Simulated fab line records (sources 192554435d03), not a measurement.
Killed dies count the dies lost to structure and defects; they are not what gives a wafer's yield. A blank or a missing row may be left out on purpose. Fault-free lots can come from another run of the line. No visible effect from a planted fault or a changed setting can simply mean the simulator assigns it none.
What tool caused it? | flow n5 finfet | 36 wafers sampled from 12 lots at 1 step of a route of 1938

WHAT EACH GAUGE READ, for each wafer
N5_BEOL_M8_OVL_MEAS_29.
lot  | measured     | on         | V7_OVL (nm)
L075 | day 10 02:05 | overlay-02 | -1.8 -1.4 -1.2
L076 | day 10 06:30 | overlay-01 | -0.3 0.4 0.4
L078 | day 11 08:34 | overlay-02 | 0.3 0.6 -0.1
L080 | day 11 21:31 | overlay-01 | 1.3 0.1 1.4
L085 | day 12 07:08 | overlay-01 | -0.9 0.5 1.3
L087 | day 12 16:52 | overlay-02 | -0.7 -0.4 -0.1
L086 | day 12 18:37 | overlay-01 | 0.8 1.4 1.5
L089 | day 13 10:19 | overlay-02 | 0.3 0.3 -0.4
L092 | day 14 10:40 | overlay-02 | 1.0 0.6 0.5
L093 | day 14 19:14 | overlay-02 | 1.0 -0.1 2.0
L097 | day 15 13:28 | overlay-01 | 0.5 -0.1 -0.5
L095 | day 15 17:58 | overlay-01 | -0.9 0.2 -0.4

TOOL THAT RAN EACH LOT (tool first, then ch and the chambers of the sampled wafers, then the start)
Record: no process step prior to these readings.

THE ANSWER, worked out from the rows above alone
Rule: the usual values come from the lots themselves. Put in order of their means at a reading, lots are off if they are a third of the lots or fewer, leave a main group of 4 or more, and stand apart from it by a gap of 3 or more times the standard deviation of the main group's means; of several such gaps the widest counts. If all means in a main group match to the digits the tables above print for the reading, that group is not used. A lot without any number at a reading at which 4 lots or more have one is off too. Any other lot the step has rows for is counted as sound.
No lot is off on any of the readings shown, so nothing can be concluded from this.

WHAT HAD BEEN PUT IN BY THE SIMULATOR
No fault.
